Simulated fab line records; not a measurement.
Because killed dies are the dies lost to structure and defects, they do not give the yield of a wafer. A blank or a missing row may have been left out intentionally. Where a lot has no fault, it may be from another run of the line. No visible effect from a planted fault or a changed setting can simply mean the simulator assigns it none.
Struck lot and sound lot, side by side    flow n5Finfet    14 steps out of a route of 1938
Sound: wafers L206.1, L206.2, L206.4. Struck: wafer L217.6. (L217.3, L217.5 of the same lot were not struck and are left out.) The cause comes at the end.
For every step that has rows: the tool of each side, followed by ch and its chambers, followed by its first start. Under that, the readings that differ: sound wafers    struck wafers    difference of the means    sigmas: that difference in standard deviations of wafers without a fault.
alike: readings with means less than 2 such deviations apart, plus words and numbers identical on both sides. not compared: withheld readings, readings lacking a value on some wafer, bounds such as >300 that could conceal the same value, and numbers that have no deviation in the record and whose values overlap.
The two part at a step that has a row with sigmas, a row that says differs or no value, or rows on one side only. Numbers that have no deviation but don't overlap get no sigmas and don't part them. A reading that every wafer of one side lacks parts them only if that side has two wafers or more.

first, 7 steps without rows for these wafers: N5_BEOL_M10_COAT_64 (time 60 s, resist thk 30 nm); N5_BEOL_M10_COAT_22 (resist thk 90 nm); N5_BEOL_M10_EBR_24; N5_BEOL_M10_SOFTBAKE_23 (time 60 s); N5_BEOL_M10_EXPOSE_25 (exposes mask V9); N5_BEOL_M10_PEB_26 (peb time 60 s); N5_BEOL_M10_DEVELOP_27 (develop time 30 s).
N5_BEOL_M10_CD_MEAS_28: target cd 70 nm.
  sound on cdSem-03 ch 0, day 9 21:07; struck on cdSem-01 ch 0, day 12 13:47
  alike: cdNm
N5_BEOL_M10_OVL_MEAS_29:
  sound on overlay-01 ch 0, day 9 21:10; struck on overlay-02 ch 0, day 12 13:49
reading      sound        struck  difference  sigmas
V9_OVL (nm)  0.9 0.7 0.4  -0.9    -1.6        -2
N5_BEOL_M10_INSPECT_30: inspects for defects (brightfield).
  sound on defectInspect-02, day 9 21:11; struck on defectInspect-01, day 12 13:50
  alike: rawDefectCount
N5_BEOL_M10_DESCUM_33: chemistry O2, time 7.9 s.
  sound on rieDiel-02 ch 1,2,3, day 9 21:26; struck on rieDiel-04 ch 0, day 12 13:53
reading     sound              struck  difference  sigmas
rfVppV (V)  244.5 242.2 245.2  240.8   -3.2        -2
  alike: biasPowerW, drypumpMotorCurrentA, oesProductAu, showerheadPlenumPTorr, throttleValvePct
  not compared: rfHoursCounterH
N5_BEOL_M10_ETCH_65: etches SiARC in CF4, target depth 39 nm, time 65 s.
  sound on rieDiel-02 ch 1,2,3, day 9 21:29; struck on rieDiel-04 ch 0, day 12 13:55
  alike: drypumpMotorCurrentA, etchRfOnTimeS, oesProductAu, rfVppV, showerheadPlenumPTorr, throttleValvePct
  not compared: rfHoursCounterH
N5_BEOL_M10_ETCH_66: etches SOC in N2/H2, target depth 120 nm, overetch 24 nm, time 180 s.
  sound on rieDiel-02 ch 1,2,3, day 9 21:32; struck on rieDiel-04 ch 0, day 12 13:58
reading                                     sound           struck  difference  sigmas
showerheadPlenumPTorr (Torr)                2.63 2.51 2.68  2.43    -0.18       -2
model.SiARC_of_BEOL_M10_COAT_64.thkNm (nm)  23 22.8 22.6    20.6    -2.2        
  alike: drypumpMotorCurrentA, oesProductAu, rfVppV, throttleValvePct
  not compared: rfHoursCounterH
then, 1 step without rows for these wafers: N5_BEOL_M10_STRIP_69 (strips in N2/H2).

== WHERE THEY PART ==
Earliest at N5_BEOL_M10_OVL_MEAS_29; latest, in this record, at N5_BEOL_M10_ETCH_66.

WHY: the cause the simulator had injected
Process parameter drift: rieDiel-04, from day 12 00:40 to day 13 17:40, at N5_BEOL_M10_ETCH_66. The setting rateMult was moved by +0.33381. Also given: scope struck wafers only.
